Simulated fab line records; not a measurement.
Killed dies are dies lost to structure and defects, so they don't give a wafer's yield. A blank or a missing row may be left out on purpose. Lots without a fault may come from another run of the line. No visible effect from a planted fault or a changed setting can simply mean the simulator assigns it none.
A lot that was struck, set against a sound lot | flow n5Finfet | 16 out of 1938 route steps
Sound: the wafers L927.4, L927.5, L927.6. Wafers L940.1, L940.3, L940.4 were the ones struck. The cause is named last.
Order at every step that has rows: each side's tool, ch and its chambers, its first start. Under that, the readings that differ: sound wafers | struck wafers | difference of the means | sigmas: that difference in standard deviations of wafers without a fault.
alike: readings with means less than 2 such deviations apart, plus words and numbers identical on both sides. not compared: withheld readings, readings lacking a value on some wafer, bounds such as >300 that could conceal the same value, and numbers that have no deviation in the record and whose values overlap.
Wherever a step has rows on one side only, a row that says differs or no value, or a row with sigmas, the two part there. Numbers that have no deviation but don't overlap get no sigmas and don't part them. A reading that every wafer of one side lacks parts them only if that side has two wafers or more.

N5_WELL_APT_RTA_34: time 10 s.
  sound on rtpAnneal-01 ch 0, day 1 15:57; struck on rtpAnneal-02 ch 0, day 4 21:52
  alike: lampPowerPct, wafer_temp_C_max
then, 4 steps without rows for these wafers: N5_WELL_APT_OXIDE_STRIP_42 (strips SiO2 in dHF, time 45 s, target depth 12 nm); N5_WELL_APT_PRECLEAN_36 (cleans in O3/DIW, time 45 s); N5_WELL_APT_PRECLEAN_39 (cleans in dHF, time 60 s); N5_WELL_APT_SRD_37 (time 30 s).
N5_WELL_APT_EPI_41: deposits Si from SiH4/H2, target thk 50 nm, time 297.7 s.
  sound on epiRpcvd-03 ch 0, day 1 16:31; struck on epiRpcvd-03 ch 0, day 4 22:06
  alike: throttleValvePct
N5_WELL_APT_INSPECT_38: inspects for defects (darkfield).
  struck on defectInspect-01, day 4 22:56; sound on defectInspect-02, day 1 16:58
  alike: rawDefectCount
N5_PMOS_HMC_CHANNEL_EPI_HM_DEP_34: deposits SiO2 from TEOS/O2, target thk 36 nm, time 6.9 s.
  sound on pecvd-04 ch 0,1,2, day 1 17:01; struck on pecvd-04 ch 1,2, day 4 22:58
  alike: heaterPowerW, showerheadPlenumPTorr, throttleValvePct
then, 4 steps without rows for these wafers: N5_PMOS_HMC_CHANNEL_EPI_COAT_31 (time 60 s, resist thk 66 nm); N5_PMOS_HMC_CHANNEL_EPI_COAT_03 (resist thk 205 nm); N5_PMOS_HMC_CHANNEL_EPI_EBR_05; N5_PMOS_HMC_CHANNEL_EPI_SOFTBAKE_04 (time 60 s).
N5_PMOS_HMC_CHANNEL_EPI_EXPOSE_06: exposes mask PMOS HMC BLK, target cd 240 nm.
  sound on arfiScanner-03 ch 0, day 1 17:10; struck on arfiScanner-01 ch 0, day 4 23:15
reading           | sound             | struck            | difference | sigmas
exposureDoseMJCm2 | 41.22 41.21 41.17 | 40.31 40.24 40.38 | -0.89      | -6
reticleTempC (C)  | 22.73 22.84 22.81 | 23.10 23.05 23.06 | +0.28      | +2
  alike: mask
then, 1 step without rows for these wafers: N5_PMOS_HMC_CHANNEL_EPI_PEB_07 (peb time 60 s).
-- record jumps: 8 days separate the struck wafers' starts on either side; left off in module PMOS_HMC_CHANNEL_EPI, taken up again in module BEOL_M4, whose first shown step is the route's number 1111 --
N5_BEOL_M4_RC_MEAS_101:
  sound on prober-01 ch 0, day 9 03:48; struck on prober-01 ch 0, day 12 15:13
reading        | sound          | struck         | difference | sigmas
IOFF_P (nA/um) | 0.28 0.26 0.25 | 0.16 0.15 0.25 | -0.08      | -2
VT_N (mV)      | 247 249 249    | 258 258 252    | +8         | +2
  alike: DIBL_N, DIBL_P, IOFF_N, ION_N, ION_P, SS_N, SS_P, VT_P
-- here the record skips 4 days between the struck wafers' starts before and after, leaving off in module BEOL_M4 and picking up in module PASSIVATION (first step shown: number 1936 of the route) --
N5_PASSIVATION_PROBE_49:
  struck on prober-02, day 16 22:57; sound on prober-01, day 13 07:08
  alike: defectLimitedYield, killed_at_M0_to_M3, killed_at_M4_up, killedAtContacts, killedAtFrontEnd, killedAtOther, killedDies, killedOnRim, killedOpen, killedShort, sort_bin_4_leakage, sort_bin_5_function, sort_bin_6_memory, sortNPass, sortYieldPct

## WHERE THEY PART
Earliest at N5_PMOS_HMC_CHANNEL_EPI_EXPOSE_06; latest, in this record, at N5_BEOL_M4_RC_MEAS_101. Later steps at which nothing parts them and some readings are alike: N5_PASSIVATION_PROBE_49.

WHY: the cause the simulator had injected
Drift in process parameters on arfiScanner-01 at N5_PMOS_HMC_CHANNEL_EPI_EXPOSE_06, starting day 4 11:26. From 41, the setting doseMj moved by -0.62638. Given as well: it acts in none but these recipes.
